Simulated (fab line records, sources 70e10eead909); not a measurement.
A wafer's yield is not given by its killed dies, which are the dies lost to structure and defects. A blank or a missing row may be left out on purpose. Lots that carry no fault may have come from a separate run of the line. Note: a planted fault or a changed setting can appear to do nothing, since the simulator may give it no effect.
Which tool is to blame? + flow nandHarc + 12 lots, 36 wafers sampled, at 3 steps of a route of 1159

## WHAT THE GAUGES SHOWED, per wafer
NHARC_A_SGD_CUT_OVL_MEAS_10.
| lot  | measured     | on         | overlayXNm (nm) |
|------|--------------|------------|-----------------|
| L075 | day 14 04:37 | overlay-02 | 0.9 0.0 0.6     |
| L077 | day 14 05:01 | overlay-01 | 0.9 1.6 0.6     |
| L079 | day 14 09:28 | overlay-01 | 0.0 -0.3 -0.3   |
| L081 | day 15 12:39 | overlay-01 | 0.2 0.4 0.3     |
| L082 | day 16 06:58 | overlay-01 | 1.4 1.2 0.8     |
| L087 | day 16 19:42 | overlay-01 | 0.4 0.3 0.4     |
| L085 | day 16 20:09 | overlay-02 | 0.2 -0.3 0.2    |
| L089 | day 17 17:53 | overlay-01 | -1.1 -1.1 -0.6  |
| L092 | day 18 06:49 | overlay-01 | -0.6 -0.7 -1.1  |
| L094 | day 19 02:55 | overlay-01 | 0.5 -0.8 0.0    |
| L093 | day 19 16:11 | overlay-01 | -0.6 -0.5 -0.4  |
| L097 | day 19 17:02 | overlay-01 | 1.2 0.9 1.1     |

## EACH LOT AND THE TOOL THAT RAN IT (in order: tool; ch and the chambers of the sampled wafers; start)
| lot  | NHARC_A_STAIRCASE_ETCH_444        | NHARC_A_STAIRCASE_ETCHBACK_422    |
|------|-----------------------------------|-----------------------------------|
| L075 | rieDiel-02 ch 1,2, day 13 22:54   | rieDiel-07 ch 0,1,3, day 14 02:25 |
| L077 | rieDiel-07 ch 1,3, day 13 23:15   | rieDiel-03 ch 1,2,3, day 14 02:43 |
| L079 | rieDiel-03 ch 2,3, day 14 03:35   | rieDiel-07 ch 0,1,3, day 14 07:22 |
| L081 | rieDiel-02 ch 1,2,3, day 15 07:03 | rieDiel-02 ch 1,2,3, day 15 10:25 |
| L082 | rieDiel-03 ch 0,1,2, day 16 00:51 | rieDiel-03 ch 0,2,3, day 16 04:50 |
| L087 | rieDiel-02 ch 1,3, day 16 13:46   | rieDiel-03 ch 0,2, day 16 17:24   |
| L085 | rieDiel-07 ch 0,3, day 16 14:11   | rieDiel-07 ch 0,3, day 16 17:59   |
| L089 | rieDiel-07 ch 0,1,2, day 17 12:00 | rieDiel-07 ch 0,1,3, day 17 15:47 |
| L092 | rieDiel-02 ch 1,2,3, day 18 01:25 | rieDiel-02 ch 2,3, day 18 04:46   |
| L094 | rieDiel-02 ch 0,1,3, day 18 21:14 | rieDiel-07 ch 1,2,3, day 19 00:37 |
| L093 | rieDiel-02 ch 0,1,2, day 19 10:36 | rieDiel-03 ch 0,1,3, day 19 14:03 |
| L097 | rieDiel-07 ch 0,3, day 19 10:44   | rieDiel-07 ch 0,2, day 19 14:50   |
- NHARC_A_STAIRCASE_ETCH_444: etches the open film in C4F8/O2, target depth 10200 nm, time 3400 s.
- NHARC_A_STAIRCASE_ETCHBACK_422: etches the open film in CH3F/O2, target depth 40 nm, time 74.286 s.

## THE ANSWER, worked out from the rows above alone
Rule: what is usual is taken from the lots themselves. Put in order of their means at a reading, lots are off if they are a third of the lots or fewer, leave a main group of 4 or more, and stand apart from it by a gap of 3 or more times the standard deviation of the main group's means; of several such gaps the widest counts. If all means in a main group match to the digits the tables above print for the reading, that group is not used. Also off: a lot with no number at a reading for which 4 or more lots have one. Where the step has rows for the other lots, those lots are counted as sound.
None of the lots is off at any reading shown; this tells nothing.

## WHAT WAS PUT IN BY THE SIMULATOR
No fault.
